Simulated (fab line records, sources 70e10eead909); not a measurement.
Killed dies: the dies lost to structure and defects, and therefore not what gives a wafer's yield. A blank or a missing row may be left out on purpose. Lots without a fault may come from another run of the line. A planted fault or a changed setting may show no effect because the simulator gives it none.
Struck lot and sound lot, side by side | flow nand harc | 15 out of 1159 route steps
Sound: wafers L846.2, L846.3, L846.4. The struck wafers were L831.1, L831.2, L831.4. The cause is given at the end.
Each step with rows lists, per side, the tool, then ch with its chambers, then its first start. Under that, the readings that differ: sound wafers | struck wafers | difference of the means | sigmas: that difference in standard deviations of wafers without a fault.
alike: words and numbers the same on both sides, and readings whose means are apart by under 2 such deviations; not compared: readings that were withheld, readings missing a value for some wafer, numbers with overlapping values and no deviation given by the record, and bounds like >300 which may hide the same value.
The two part at a step that has a row with sigmas, a row that says differs or no value, or rows on one side only. Numbers that don't overlap but have no deviation are shown without sigmas and don't part them. A reading missing from all wafers of one side parts the sides only when that side holds two or more wafers.

first, 1 step without rows for these wafers: NHARC_A_ONON_D1_DEP_03 (target thk 1000 nm).
NHARC_A_ONON_D1_THK_MEAS_05: measures by ellipsometry.
  sound: film metro-01 at day 12 22:49; struck: film metro-02 at day 9 02:41
  alike: thk nm
following that, 1 step holds no rows for these wafers, namely NHARC_A_ONON_D1_DEP_06 (target thickness 1000 nm).
NHARC_A_ONON_D1_THK_MEAS_08: measures by ellipsometry.
  sound: film metro-02 at day 12 23:23; struck: film metro-02 at day 9 03:32
  alike: thk nm
following that, 1 step holds no rows for these wafers, namely NHARC_A_ONON_D1_DEP_09 (target thickness 1000 nm).
NHARC_A_ONON_D1_THK_MEAS_11: measures by ellipsometry.
  sound: film metro-02 at day 12 23:57; struck: film metro-01 at day 9 04:15
  alike: thk nm
following that, 1 step holds no rows for these wafers, namely NHARC_A_ONON_D1_DEP_12 (target thickness 1000 nm).
NHARC_A_ONON_D1_THK_MEAS_14: measures by ellipsometry.
  sound: film metro-02 at day 13 00:31; struck: film metro-01 at day 9 04:56
  alike: thk nm
then, 2 steps without rows for these wafers: NHARC_A_ONON_D1_ANNEAL_15 (time 3600 s); NHARC_A_ONON_D1_DEP_16 (target thk 1000 nm).
NHARC_A_ONON_D1_THK_MEAS_18: measures by ellipsometry.
  sound: film metro-02 at day 13 07:39; struck: film metro-01 at day 9 12:02
  alike: thk nm
NHARC_A_ONON_D1_DEP_19: target thk 1000 nm.
  sound on pecvd onon-03 ch 0, day 13 07:46; struck on pecvd onon-03 ch 0, day 9 12:05
  alike: sih4 flow sccm
NHARC_A_ONON_D1_THK_MEAS_21: measures by ellipsometry.
  sound: film metro-01 at day 13 08:13; struck: film metro-02 at day 9 12:36
  reading     | sound        | struck         | difference | sigmas
  thk nm (nm) | 999 1000 999 | 1555 1556 1556 | +556       | +51
following that, 1 step holds no rows for these wafers, namely NHARC_A_ONON_D1_DEP_22 (target thickness 1000 nm).
-- jump in the record: it breaks off in module A_ONON_D1 and resumes in module END (first step shown: number 1159 of the route), and 12 days separate the struck wafers' starts before and after --
NHARC_END_SORT_01:
  at this point the record logs the struck wafers (prober-01 ch 0, day 21 02:01) and has no rows for the sound ones

== WHERE THEY PART ==
Earliest at NHARC_A_ONON_D1_THK_MEAS_21; latest, in this record, at NHARC_END_SORT_01.

WHY: what had been put in by the simulator
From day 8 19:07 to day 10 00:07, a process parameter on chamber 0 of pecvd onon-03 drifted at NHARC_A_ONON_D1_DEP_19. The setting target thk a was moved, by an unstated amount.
